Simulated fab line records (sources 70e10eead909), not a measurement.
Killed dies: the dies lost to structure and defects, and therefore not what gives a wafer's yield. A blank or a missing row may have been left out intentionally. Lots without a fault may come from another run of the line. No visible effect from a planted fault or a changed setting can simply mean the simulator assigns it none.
fab line records	flow nandHarc
record: lots: 24	wafers: 72	lastDay: 35
route steps=1302 shown P_ZERO_WELL@14 P_STI@96 P_GATE@172
lots with no fault: from the same line, run without faults
startH: the number of hours between the record's first day and the start of the first shown wafer of the lot	waitH: time in hours since the lot's previous step	" the same as in the row above	L1.1+2: a row that stands for several wafers	- either no value or no given start	* or withheld: withheld	< > ~ a bound
route shown NAME@n: a module of which the file shows steps, and the number in the route of the first	usual: mean/standard deviation taken from wafers without a fault	same: alike in all rows	chamber/n: place in a boat	sites: per-site readings	_std_site: the values' standard deviation	_edge_site: outer sites' mean less inner sites'	radiusMm: how far each site lies from the wafer's centre	mask NAME#n: copy n	behind: tool/chamber where the wafer was last shaped	hold: cause of the lot's hold/its duration in hours/its outcome	device: names the non-switching transistor (n, p or np)	end of line: the route-end tests of the same wafers	step lacking rows: just its recipe	killed: count of dies lost to structure and defects at first sort (not the wafer's yield)	map: a wafer's dies, x killed, . not, _ none there
set.NAME: the run value of the setting; set.NAME@STEP: its run value at that earlier step	model.NAME: the simulator's own value behind a step, which no gauge read
the route's steps for a sample of lots (tables are steps, rows are wafers)
services: from which hour (startH, from the record's first day; less than 0 if before it) a tool's chamber was out of use, for how many hours, and why
== steps ==
step: NHARC_P_ZERO_WELL_CD_MEAS_11
recipe: targetCdNm: 500	landingEnergyEv: 500
usual: cdNm: 498.5/1.7
lot.wafer	tool	chamber	startH	waitH	cdNm
L074.2	cdSem-01	0	21.25	-	498.6
L074.3	"	0	"	"	498.4
L074.5	"	0	"	"	499.0
L075.1	cdSem-01	0	31.26	-	497.4
L075.3	"	0	"	"	497.0
L075.4	"	0	"	"	495.3
L076.2	cdSem-03	0	41.25	-	498.7
L076.4	"	0	"	"	497.6
L076.5	"	0	"	"	496.9
L077.1	cdSem-03	0	51.30	-	497.4
L077.5	"	0	"	"	498.0
L077.6	"	0	"	"	498.3
L078.1	cdSem-01	0	61.13	-	499.0
L078.3	"	0	"	"	495.6
L078.5	"	0	"	"	495.0
L079.1	cdSem-01	0	71.27	-	498.8
L079.3	"	0	"	"	498.1
L079.5	"	0	"	"	498.6
L080.2	cdSem-01	0	81.24	-	499.5
L080.4	"	0	"	"	497.7
L080.5	"	0	"	"	498.3
L081.1	cdSem-03	0	91.31	-	499.8
L081.3	"	0	"	"	498.1
L081.6	"	0	"	"	497.5
L082.2	cdSem-03	0	101.25	-	499.5
L082.3	"	0	"	"	499.6
L082.6	"	0	"	"	499.7
L083.1	cdSem-01	0	111.24	-	500.3
L083.2	"	0	"	"	500.1
L083.4	"	0	"	"	498.4
L084.3	cdSem-02	0	121.25	-	498.9
L084.4	"	0	"	"	497.0
L084.5	"	0	"	"	496.3
L085.3	cdSem-01	0	131.26	-	496.4
L085.4	"	0	"	"	501.2
L085.6	"	0	"	"	497.4
L086.1	cdSem-01	0	141.32	-	497.7
L086.3	"	0	"	"	499.6
L086.4	"	0	"	"	501.2
L087.1	cdSem-03	0	151.24	-	497.0
L087.2	"	0	"	"	500.3
L087.5	"	0	"	"	501.4
L088.3	cdSem-03	0	161.12	-	498.1
L088.4	"	0	"	"	500.0
L088.5	"	0	"	"	499.5
L089.4	cdSem-02	0	171.26	-	498.6
L089.5	"	0	"	"	498.6
L089.6	"	0	"	"	500.5
L090.1	cdSem-03	0	181.25	-	499.4
L090.3	"	0	"	"	501.5
L090.5	"	0	"	"	500.7
L091.1	cdSem-02	0	191.11	-	500.3
L091.5	"	0	"	"	500.5
L091.6	"	0	"	"	501.1
L092.1	cdSem-02	0	201.24	-	498.1
L092.5	"	0	"	"	495.2
L092.6	"	0	"	"	499.6
L093.1	cdSem-03	0	211.25	-	498.1
L093.2	"	0	"	"	497.9
L093.5	"	0	"	"	499.4
L094.1	cdSem-03	0	221.43	-	498.6
L094.2	"	0	"	"	498.6
L094.3	"	0	"	"	498.4
L095.1	cdSem-01	0	231.12	-	497.3
L095.3	"	0	"	"	494.7
L095.5	"	0	"	"	498.9
L096.3	cdSem-02	0	241.13	-	498.8
L096.5	"	0	"	"	497.3
L096.6	"	0	"	"	498.4
L097.2	cdSem-03	0	251.25	-	498.1
L097.3	"	0	"	"	499.4
L097.6	"	0	"	"	498.7
step: NHARC_P_ZERO_WELL_DESCUM_54
recipe: timeS: 3	o2FlowSccm: 200	arFlowSccm: 0	biasPowerW: 0	chemistry: O2
usual: drypumpMotorCurrentA: 5.9/0.63	oesProductAu: 1.001/0.0089	rfVppV: 57.8/0.93	showerheadPlenumPTorr: 1.91/0.067	throttleValvePct: 11.312/0.0099
lot.wafer	tool	chamber	startH	waitH	drypumpMotorCurrentA	oesProductAu	rfHoursCounterH	rfVppV	showerheadPlenumPTorr	throttleValvePct
L074.3	rieDiel-10	3	25.90	-	5.3	1.013	41	57.6	2.06	11.314
L074.2	"	2	"	"	5.1	1.012	43	57.5	1.86	11.321
L074.5	"	3	"	"	5.4	1.017	-	58.4	2.06	11.311
L075.4	rieDiel-06	0	35.84	-	6.8	0.989	24	58.0	1.89	11.325
L075.3	"	2	"	"	5.9	1.003	20	57.0	1.84	11.313
L075.1	"	3	"	"	5.4	0.998	23	55.8	1.91	11.316
L076.4	rieDiel-10	2	46.03	-	5.1	1.010	51	58.9	1.86	11.304
L076.2	"	0	"	"	5.3	1.027	49	55.5	1.89	11.299
L076.5	"	3	"	"	5.3	1.012	-	59.3	2.06	11.311
L077.1	rieDiel-10	3	56.18	-	5.4	1.007	51	57.2	2.06	11.316
L077.5	"	2	"	"	5.1	1.009	-	58.0	1.86	11.321
L077.6	"	3	"	"	5.4	1.010	-	58.1	2.06	11.332
L078.1	rieDiel-01	3	65.91	-	6.1	1.009	11	57.6	1.92	11.325
L078.3	"	0	"	"	6.7	0.997	13	59.4	2.02	11.307
L078.5	"	2	"	"	4.8	1.006	-	58.2	1.92	11.310
L079.3	rieDiel-10	3	75.97	-	5.3	1.010	0	58.1	2.06	11.316
L079.1	"	1	"	"	5.8	0.988	1	58.5	1.83	11.329
L079.5	"	3	"	"	5.4	0.994	-	59.4	2.06	11.319
L080.4	rieDiel-01	3	86.22	-	6.2	1.011	22	59.8	1.92	11.315
L080.2	"	1	"	"	6.3	1.015	18	57.0	1.85	11.312
L080.5	"	2	"	"	4.8	1.012	-	58.2	1.92	11.308
L081.3	rieDiel-06	2	96.10	-	5.9	1.009	42	57.5	1.83	11.317
L081.1	"	1	"	"	6.2	0.995	40	58.5	1.96	11.307
L081.6	"	3	"	"	5.5	0.995	-	57.8	1.91	11.319
L082.3	rieDiel-01	2	106.03	-	4.8	1.004	17	57.5	1.92	11.315
L082.2	"	1	"	"	6.4	1.004	24	57.6	1.85	11.327
L082.6	"	2	"	"	4.8	1.014	-	57.2	1.92	11.325
L083.1	rieDiel-06	0	115.65	-	6.8	0.995	51	57.5	1.88	11.305
L083.4	"	1	"	"	6.2	0.994	47	59.6	1.96	11.306
L083.2	"	3	"	"	5.4	0.986	43	58.2	1.91	11.305
L084.4	rieDiel-01	0	126.01	-	6.7	1.004	31	59.2	2.01	11.305
L084.3	"	1	"	"	6.4	1.002	28	57.4	1.84	11.319
L084.5	"	1	"	"	6.3	0.996	-	57.1	1.85	11.315
L085.4	rieDiel-01	1	136.01	-	6.3	0.990	31	56.4	1.84	11.306
L085.3	"	2	"	"	4.8	1.007	23	56.6	1.91	11.314
L085.6	"	0	"	"	6.7	0.996	-	56.1	2.01	11.307
L086.1	rieDiel-06	0	145.86	-	6.8	1.005	1	57.7	1.88	11.302
L086.3	"	1	"	"	6.2	0.990	1	58.0	1.95	11.310
L086.4	"	2	"	"	5.9	0.998	1	57.0	1.83	11.287
L087.1	rieDiel-01	0	155.90	-	6.6	1.002	40	57.6	2.01	11.295
L087.2	"	1	"	"	6.3	0.996	37	58.0	1.84	11.316
L087.5	"	0	"	"	6.7	0.989	-	57.0	2.01	11.304
L088.4	rieDiel-06	2	165.80	-	5.9	0.984	8	59.0	1.83	11.299
L088.3	"	1	"	"	6.2	0.990	6	58.2	1.95	11.319
L088.5	"	2	"	"	5.9	1.002	-	57.2	1.83	11.318
L089.6	rieDiel-06	2	176.00	-	5.9	1.000	-	58.0	1.83	11.301
L089.5	"	0	"	"	6.8	1.004	-	58.2	1.88	11.301
L089.4	"	1	"	"	6.2	0.996	-	57.0	1.95	11.310
L090.1	rieDiel-06	2	185.91	-	5.8	0.996	13	57.3	1.82	11.321
L090.3	"	1	"	"	6.2	0.995	11	58.6	1.95	11.309
L090.5	"	2	"	"	5.9	0.997	-	56.6	1.82	11.315
L091.1	rieDiel-06	2	195.94	-	5.9	0.994	15	56.3	1.82	11.303
L091.6	"	3	"	"	5.4	0.990	-	57.5	1.90	11.310
L091.5	"	0	"	"	6.8	0.997	-	57.6	1.88	11.312
L092.1	rieDiel-06	2	206.31	-	5.9	0.995	22	57.7	1.82	11.292
L092.6	"	3	"	"	5.5	0.988	-	58.7	1.90	11.333
L092.5	"	0	"	"	6.8	0.995	-	57.2	1.87	11.318
L093.2	rieDiel-10	1	215.96	-	5.8	1.014	44	57.9	1.81	11.308
L093.1	"	0	"	"	5.4	0.990	48	56.4	1.88	11.308
L093.5	"	1	"	"	5.8	1.011	-	56.6	1.81	11.328
L094.1	rieDiel-01	0	225.98	-	6.7	1.010	3	59.6	2.00	11.313
L094.2	"	1	"	"	6.4	1.002	0	57.6	1.84	11.320
L094.3	"	2	"	"	4.8	1.005	3	57.4	1.91	11.327
L095.3	rieDiel-10	2	235.82	-	5.1	0.995	50	57.7	1.84	11.312
L095.1	"	1	"	"	5.8	1.016	51	57.5	1.81	11.314
L095.5	"	2	"	"	5.1	1.005	-	56.4	1.84	11.324
L096.3	rieDiel-01	3	246.09	-	6.2	1.011	13	58.0	1.90	11.343
L096.6	"	0	"	"	6.7	1.009	-	58.7	2.00	11.318
L096.5	"	1	"	"	6.4	0.998	-	58.2	1.83	11.299
L097.2	rieDiel-06	0	256.07	-	6.8	0.992	34	57.5	1.87	11.317
L097.3	"	2	"	"	5.9	0.994	38	57.7	1.82	11.326
L097.6	"	1	"	"	6.1	1.002	-	55.9	1.94	11.325
step: NHARC_P_STI_OCD_MEAS_43
usual: trenchDepthNm: 297/3.7	trenchFootCdNm: 157.5/2.3
lot.wafer	tool	chamber	startH	waitH	trenchDepthNm	trenchFootCdNm
L074.2	ocd-01	-	44.21	-	298	157.7
L074.3	"	-	"	"	305	155.1
L074.5	"	-	"	"	304	158.1
L075.1	ocd-02	-	57.45	-	295	158.3
L075.3	"	-	"	"	298	158.7
L075.4	"	-	"	"	303	160.4
L076.2	ocd-02	-	63.54	-	291	160.3
L076.4	"	-	"	"	302	156.9
L076.5	"	-	"	"	292	158.1
L077.1	ocd-02	-	74.88	-	295	159.6
L077.5	"	-	"	"	298	158.8
L077.6	"	-	"	"	298	155.3
L078.1	ocd-01	-	85.10	-	291	158.7
L078.3	"	-	"	"	298	154.5
L078.5	"	-	"	"	302	157.0
L079.1	ocd-02	-	94.34	-	291	156.9
L079.3	"	-	"	"	294	156.5
L079.5	"	-	"	"	297	154.0
L080.2	ocd-01	-	103.53	-	295	152.3
L080.4	"	-	"	"	292	155.8
L080.5	"	-	"	"	295	154.8
L081.1	ocd-02	-	114.59	-	297	156.8
L081.3	"	-	"	"	293	155.1
L081.6	"	-	"	"	296	152.1
L082.2	ocd-01	-	125.24	-	294	157.4
L082.3	"	-	"	"	303	159.9
L082.6	"	-	"	"	298	157.3
L083.1	ocd-01	-	134.65	-	299	157.4
L083.2	"	-	"	"	295	155.3
L083.4	"	-	"	"	297	157.7
L084.3	ocd-01	-	143.98	-	307	159.8
L084.4	"	-	"	"	300	158.4
L084.5	"	-	"	"	303	158.8
L085.3	ocd-01	-	153.50	-	295	157.3
L085.4	"	-	"	"	295	157.8
L085.6	"	-	"	"	293	157.5
L086.1	ocd-01	-	164.02	-	295	156.3
L086.3	"	-	"	"	295	158.6
L086.4	"	-	"	"	296	154.7
L087.1	ocd-01	-	174.11	-	298	157.6
L087.2	"	-	"	"	297	159.5
L087.5	"	-	"	"	291	159.5
L088.3	ocd-01	-	183.96	-	298	156.5
L088.4	"	-	"	"	302	155.5
L088.5	"	-	"	"	296	155.9
L089.4	ocd-01	-	193.71	-	293	159.1
L089.5	"	-	"	"	295	162.0
L089.6	"	-	"	"	294	158.9
L090.1	ocd-01	-	203.53	-	297	160.5
L090.3	"	-	"	"	292	159.9
L090.5	"	-	"	"	297	162.7
L091.1	ocd-01	-	213.97	-	302	158.2
L091.5	"	-	"	"	291	157.1
L091.6	"	-	"	"	294	156.3
L092.1	ocd-01	-	224.43	-	298	157.7
L092.5	"	-	"	"	299	158.6
L092.6	"	-	"	"	296	159.9
L093.1	ocd-01	-	234.28	-	303	159.6
L093.2	"	-	"	"	299	155.7
L093.5	"	-	"	"	301	156.0
L094.1	ocd-02	-	244.97	-	298	158.7
L094.2	"	-	"	"	293	153.6
L094.3	"	-	"	"	301	154.6
L095.1	ocd-02	-	253.88	-	297	155.7
L095.3	"	-	"	"	305	156.3
L095.5	"	-	"	"	293	160.7
L096.3	ocd-02	-	264.20	-	299	160.6
L096.5	"	-	"	"	291	160.6
L096.6	"	-	"	"	297	158.9
L097.2	ocd-02	-	273.63	-	295	161.2
L097.3	"	-	"	"	304	157.4
L097.6	"	-	"	"	298	161.6
step: NHARC_P_GATE_DESCUM_48
recipe: timeS: 3	o2FlowSccm: 200	arFlowSccm: 0	biasPowerW: 0	chemistry: O2
usual: drypumpMotorCurrentA: 5.8/0.46	oesProductAu: 0.999/0.0094	rfVppV: 57.7/0.83	showerheadPlenumPTorr: 1.89/0.072	throttleValvePct: 11.310/0.009
lot.wafer	tool	chamber	startH	waitH	drypumpMotorCurrentA	oesProductAu	rfHoursCounterH	rfVppV	showerheadPlenumPTorr	throttleValvePct
L074.3	rieDiel-11	3	105.78	-	6.3	1.003	0	58.2	2.02	11.296
L074.2	"	0	"	"	5.8	0.995	1	57.2	1.98	11.310
L074.5	"	1	"	"	5.5	0.985	-	57.1	1.78	11.313
L075.4	rieDiel-11	2	119.36	-	5.4	0.988	2	58.0	1.88	11.306
L075.3	"	0	"	"	5.8	0.981	2	57.1	1.97	11.290
L075.1	"	1	"	"	5.6	0.985	2	57.2	1.78	11.298
L076.4	rieDiel-11	2	124.61	-	5.4	0.998	2	57.0	1.88	11.310
L076.2	"	3	"	"	6.3	1.004	1	58.7	2.02	11.300
L076.5	"	2	"	"	5.4	0.991	-	58.0	1.88	11.313
L077.1	rieDiel-05	1	134.56	-	5.6	1.009	5	57.3	1.95	11.308
L077.5	"	2	"	"	5.0	1.018	-	57.9	1.89	11.309
L077.6	"	1	"	"	5.6	1.017	-	57.9	1.95	11.306
L082.2	rieDiel-05	2	208.82	-	5.0	1.006	9	57.5	1.89	11.317
L082.3	"	0	"	"	6.0	1.000	9	58.5	1.96	11.291
L082.6	"	3	"	"	6.1	1.004	-	58.6	1.80	11.307
L081.1	rieDiel-09	1	209.37	-	5.2	1.019	1	57.5	1.87	11.317
L081.3	"	2	"	"	6.3	1.005	3	58.0	1.95	11.304
L081.6	"	1	"	"	5.2	1.015	-	58.3	1.87	11.330
L078.1	rieDiel-05	3	210.18	-	6.1	1.001	8	58.1	1.80	11.311
L078.3	"	1	"	"	5.6	1.009	9	57.4	1.95	11.314
L078.5	"	0	"	"	6.0	1.002	-	59.0	1.96	11.320
L083.1	rieDiel-05	2	215.71	-	5.0	1.012	9	58.7	1.89	11.300
L083.4	"	3	"	"	6.1	1.002	8	57.8	1.80	11.304
L083.2	"	0	"	"	6.1	1.006	9	57.2	1.96	11.325
L080.2	rieDiel-09	1	216.37	-	5.2	1.007	2	56.2	1.87	11.320
L080.4	"	3	"	"	6.5	0.990	3	57.6	1.89	11.329
L080.5	"	2	"	"	6.3	0.987	-	56.5	1.95	11.311
L084.3	rieDiel-11	1	216.81	-	5.6	0.999	6	55.2	1.78	11.298
L084.4	"	3	"	"	6.3	1.007	5	57.5	2.01	11.318
L084.5	"	0	"	"	5.8	0.991	-	58.6	1.97	11.318
L079.3	rieDiel-09	3	222.12	-	6.5	1.001	3	57.7	1.89	11.301
L079.1	"	0	"	"	6.2	0.998	2	55.7	1.78	11.307
L079.5	"	3	"	"	6.5	1.003	-	57.3	1.89	11.307
L085.3	rieDiel-05	0	225.06	-	6.0	0.998	11	58.0	1.96	11.309
L085.4	"	1	"	"	5.5	1.012	11	56.5	1.95	11.300
L085.6	"	3	"	"	6.1	1.001	-	57.8	1.80	11.326
L086.3	rieDiel-11	0	228.65	-	5.8	0.985	7	56.3	1.97	11.309
L086.4	"	2	"	"	5.4	1.000	6	58.0	1.88	11.309
L086.1	"	3	"	"	6.3	1.011	6	56.3	2.01	11.296
L087.2	rieDiel-05	2	250.52	-	5.0	0.998	1	59.0	1.89	11.300
L087.1	"	3	"	"	6.1	0.988	1	57.7	1.80	11.304
L087.5	"	0	"	"	6.0	0.999	-	59.8	1.96	11.306
L088.4	rieDiel-05	2	251.76	-	5.0	0.999	1	58.5	1.89	11.317
L088.3	"	3	"	"	6.0	0.997	1	56.2	1.80	11.323
L088.5	"	2	"	"	5.0	1.002	-	57.8	1.89	11.303
L089.4	rieDiel-09	2	255.00	-	6.3	0.976	4	56.6	1.95	11.333
L089.6	"	1	"	"	5.2	0.991	-	57.8	1.87	11.312
L089.5	"	2	"	"	6.3	0.980	-	57.3	1.95	11.299
L090.3	rieDiel-11	1	267.88	-	5.5	0.995	0	58.6	1.78	11.314
L090.1	"	3	"	"	6.3	1.004	0	57.7	2.01	11.327
L090.5	"	0	"	"	5.7	1.000	-	58.5	1.97	11.290
L091.1	rieDiel-05	2	274.67	-	5.0	1.006	2	59.3	1.89	11.317
L091.5	"	2	"	"	5.0	1.009	-	58.6	1.89	11.296
L091.6	"	3	"	"	6.1	1.003	-	56.7	1.80	11.320
L092.1	rieDiel-09	3	293.10	-	6.5	0.990	8	57.1	1.89	11.299
L092.5	"	2	"	"	6.3	0.995	-	57.9	1.95	11.307
L092.6	"	3	"	"	6.5	1.001	-	57.7	1.89	11.321
L093.2	rieDiel-11	3	294.81	-	6.3	1.003	2	57.4	2.01	11.297
L093.1	"	2	"	"	5.4	0.968	2	59.2	1.88	11.325
L093.5	"	2	"	"	5.4	0.970	-	57.6	1.88	11.323
L094.2	rieDiel-09	2	306.26	-	6.3	0.991	6	58.4	1.95	11.306
L094.1	"	3	"	"	6.5	0.994	8	58.7	1.89	11.310
L094.3	"	1	"	"	5.2	1.006	7	58.3	1.87	11.326
L095.3	rieDiel-05	0	326.35	-	6.0	0.997	6	58.1	1.96	11.312
L095.1	"	1	"	"	5.6	1.009	5	57.9	1.94	11.302
L095.5	"	2	"	"	5.0	0.994	-	57.9	1.88	11.307
L096.3	rieDiel-05	3	332.48	-	6.1	0.998	6	57.0	1.80	11.313
L096.5	"	3	"	"	6.1	0.983	-	58.0	1.80	11.320
L096.6	"	0	"	"	6.0	1.010	-	56.2	1.96	11.320
L097.3	rieDiel-09	0	337.83	-	6.2	1.003	0	57.1	1.78	11.311
L097.2	"	1	"	"	5.2	0.999	0	57.5	1.87	11.299
L097.6	"	2	"	"	6.3	1.004	-	58.0	1.95	11.307
step: NHARC_P_GATE_STRIP_75
recipe: powerW: 1500	tempC: 250	chemistry: O2
usual: drypumpMotorCurrentA: 5.84/0.28	heaterPowerW: 336/25
lot.wafer	tool	chamber	startH	waitH	drypumpMotorCurrentA	heaterPowerW	rfHoursCounterH
L074.2	plasmaAsher-01	0	106.44	0.2	5.80	312	23
L074.3	"	1	"	"	6.24	362	-
L074.5	"	1	"	"	6.21	370	-
L075.1	plasmaAsher-02	0	120.03	0.3	5.66	365	8
L075.3	"	0	"	"	5.66	377	-
L075.4	"	1	"	"	5.51	352	-
L076.2	plasmaAsher-01	0	125.27	0.3	5.80	312	26
L076.4	"	0	"	"	5.79	317	-
L076.5	"	1	"	"	6.23	363	-
L077.1	plasmaAsher-01	1	135.23	0.2	6.25	361	29
L077.5	"	0	"	"	5.78	311	-
L077.6	"	1	"	"	6.25	364	-
L082.2	plasmaAsher-01	0	209.50	0.2	5.80	306	6
L082.3	"	0	"	"	5.78	299	-
L082.6	"	1	"	"	6.25	341	-
L081.1	plasmaAsher-02	1	210.04	0.2	5.53	358	22
L081.3	"	0	"	"	5.64	366	-
L081.6	"	1	"	"	5.51	353	-
L078.1	plasmaAsher-02	0	210.86	0.3	5.64	377	23
L078.3	"	1	"	"	5.51	349	-
L078.5	"	0	"	"	5.63	366	-
L083.2	plasmaAsher-01	0	216.39	0.3	5.80	305	9
L083.1	"	1	"	"	6.27	337	9
L083.4	"	0	"	"	5.81	297	-
L080.2	plasmaAsher-02	1	217.06	0.2	5.52	358	26
L080.4	"	1	"	"	5.51	356	-
L080.5	"	0	"	"	5.65	376	-
L084.4	plasmaAsher-01	1	217.49	0.2	6.21	338	-
L084.3	"	0	"	"	5.79	300	-
L084.5	"	0	"	"	5.78	297	-
L079.1	plasmaAsher-02	0	222.81	0.2	5.67	375	29
L079.3	"	0	"	"	5.64	368	-
L079.5	"	1	"	"	5.52	360	-
L085.3	plasmaAsher-02	0	225.74	0.2	5.63	373	-
L085.4	"	1	"	"	5.51	357	-
L085.6	"	0	"	"	5.65	375	-
L086.1	plasmaAsher-01	1	229.34	0.3	6.23	339	13
L086.4	"	1	"	"	6.26	336	-
L086.3	"	0	"	"	5.80	302	-
L087.1	plasmaAsher-01	1	251.17	0.3	6.27	342	17
L087.2	"	0	"	"	5.78	304	17
L087.5	"	0	"	"	5.77	297	-
L088.4	plasmaAsher-01	0	252.71	0.2	5.78	295	-
L088.3	"	1	"	"	6.24	343	-
L088.5	"	1	"	"	6.24	341	-
L089.4	plasmaAsher-01	0	255.75	0.2	5.79	305	-
L089.6	"	0	"	"	5.78	296	-
L089.5	"	1	"	"	6.24	332	-
L090.1	plasmaAsher-01	1	268.55	0.2	6.25	335	24
L090.3	"	1	"	"	6.29	336	-
L090.5	"	1	"	"	6.26	330	-
L091.1	plasmaAsher-02	1	275.37	0.2	5.51	328	3
L091.5	"	0	"	"	5.66	336	-
L091.6	"	1	"	"	5.53	343	-
L092.1	plasmaAsher-02	1	293.77	0.2	5.51	337	7
L092.5	"	0	"	"	5.68	339	-
L092.6	"	1	"	"	5.51	338	-
L093.1	plasmaAsher-02	0	295.60	0.3	5.62	347	7
L093.2	"	1	"	"	5.52	336	7
L093.5	"	1	"	"	5.52	336	-
L094.1	plasmaAsher-01	1	306.95	0.3	6.23	332	33
L094.2	"	0	"	"	5.79	297	33
L094.3	"	0	"	"	5.77	298	-
L095.1	plasmaAsher-01	1	327.01	0.2	6.22	341	35
L095.3	"	1	"	"	6.24	333	-
L095.5	"	0	"	"	5.79	302	-
L096.3	plasmaAsher-02	0	333.18	0.2	5.66	349	-
L096.5	"	0	"	"	5.66	335	-
L096.6	"	1	"	"	5.51	334	-
L097.2	plasmaAsher-01	0	338.47	0.2	5.81	304	38
L097.3	"	1	"	"	6.26	337	-
L097.6	"	1	"	"	6.26	342	-
step: NHARC_P_GATE_CD_MEAS_91
recipe: targetCdNm: 2000	landingEnergyEv: 500
usual: cdNm: 2000.7/2
lot.wafer	tool	chamber	startH	waitH	cdNm
L074.2	cdSem-02	0	109.05	-	2002.0
L074.3	"	0	"	"	2000.1
L074.5	"	0	"	"	1999.4
L075.1	cdSem-03	0	122.54	-	2002.5
L075.3	"	0	"	"	2002.1
L075.4	"	0	"	"	2005.1
L076.2	cdSem-02	0	127.91	-	1997.5
L076.4	"	0	"	"	1999.6
L076.5	"	0	"	"	2000.9
L077.1	cdSem-01	0	137.89	-	1999.7
L077.5	"	0	"	"	1999.5
L077.6	"	0	"	"	2001.0
L082.2	cdSem-01	0	212.16	-	2001.1
L082.3	"	0	"	"	2001.6
L082.6	"	0	"	"	2002.1
L081.1	cdSem-03	0	212.69	-	2000.6
L081.3	"	0	"	"	1999.4
L081.6	"	0	"	"	2000.9
L078.1	cdSem-01	0	213.49	-	2001.5
L078.3	"	0	"	"	1999.7
L078.5	"	0	"	"	2000.8
L083.1	cdSem-03	0	219.02	-	1996.6
L083.2	"	0	"	"	2000.0
L083.4	"	0	"	"	1998.6
L080.2	cdSem-02	0	219.83	-	2002.8
L080.4	"	0	"	"	2005.1
L080.5	"	0	"	"	2002.6
L084.3	cdSem-03	0	220.13	-	2000.6
L084.4	"	0	"	"	2000.1
L084.5	"	0	"	"	2002.7
L079.1	cdSem-03	0	225.43	-	2004.1
L079.3	"	0	"	"	2000.9
L079.5	"	0	"	"	2000.9
L085.3	cdSem-03	0	228.35	-	1997.5
L085.4	"	0	"	"	1999.1
L085.6	"	0	"	"	1996.8
L086.1	cdSem-02	0	231.96	-	1999.5
L086.3	"	0	"	"	2002.3
L086.4	"	0	"	"	2000.1
L087.1	cdSem-02	0	253.99	-	2000.1
L087.2	"	0	"	"	2002.4
L087.5	"	0	"	"	2001.2
L088.3	cdSem-02	0	255.20	-	2000.4
L088.4	"	0	"	"	2003.7
L088.5	"	0	"	"	2001.5
L089.4	cdSem-03	0	258.55	-	2000.4
L089.5	"	0	"	"	2001.3
L089.6	"	0	"	"	1999.6
L090.1	cdSem-03	0	271.22	-	2002.8
L090.3	"	0	"	"	2002.4
L090.5	"	0	"	"	2004.3
L091.1	cdSem-02	0	277.99	-	2000.4
L091.5	"	0	"	"	2000.1
L091.6	"	0	"	"	2000.4
L092.1	cdSem-03	0	296.39	-	1998.7
L092.5	"	0	"	"	2000.0
L092.6	"	0	"	"	1998.7
L093.1	cdSem-02	0	298.28	-	1999.9
L093.2	"	0	"	"	1998.8
L093.5	"	0	"	"	1998.3
L094.1	cdSem-02	0	309.62	-	2000.4
L094.2	"	0	"	"	2002.1
L094.3	"	0	"	"	1997.2
L095.1	cdSem-01	0	329.56	-	2003.1
L095.3	"	0	"	"	2003.8
L095.5	"	0	"	"	2000.8
L096.3	cdSem-02	0	335.73	-	2001.6
L096.5	"	0	"	"	2000.2
L096.6	"	0	"	"	2000.2
L097.2	cdSem-03	0	340.91	-	1998.3
L097.3	"	0	"	"	2002.6
L097.6	"	0	"	"	2000.8
== services ==
tool	chamber	startH	hours	kind
rieDiel-01	-	26.80	9.0	pm
plasmaAsher-02	-	34.89	4.2	repair
rieDiel-01	2	36.49	17.9	repair
rieDiel-06	1	45.70	15.8	repair
rieDiel-05	-	52.60	9.0	pm
rieDiel-05	2	62.09	2.0	repair
rieDiel-05	2	67.74	4.4	repair
rieDiel-06	3	72.08	14.6	repair
plasmaAsher-02	-	72.14	9.0	pm
plasmaAsher-02	-	84.00	0.7	repair
rieDiel-05	-	93.57	0.3	repair
rieDiel-06	-	106.07	0.4	repair
rieDiel-01	0	109.05	4.0	repair
rieDiel-05	3	116.29	26.1	repair
plasmaAsher-01	-	123.01	1.9	repair
rieDiel-06	-	130.26	9.0	pm
plasmaAsher-01	-	165.00	9.0	pm
rieDiel-06	-	172.71	0.1	repair
rieDiel-06	3	175.54	5.8	repair
rieDiel-05	-	229.60	9.0	pm
plasmaAsher-02	-	249.14	9.0	pm
rieDiel-06	0	260.76	2.7	repair
rieDiel-06	-	307.26	9.0	pm
rieDiel-06	0	319.73	7.8	repair
== key ==
fault none
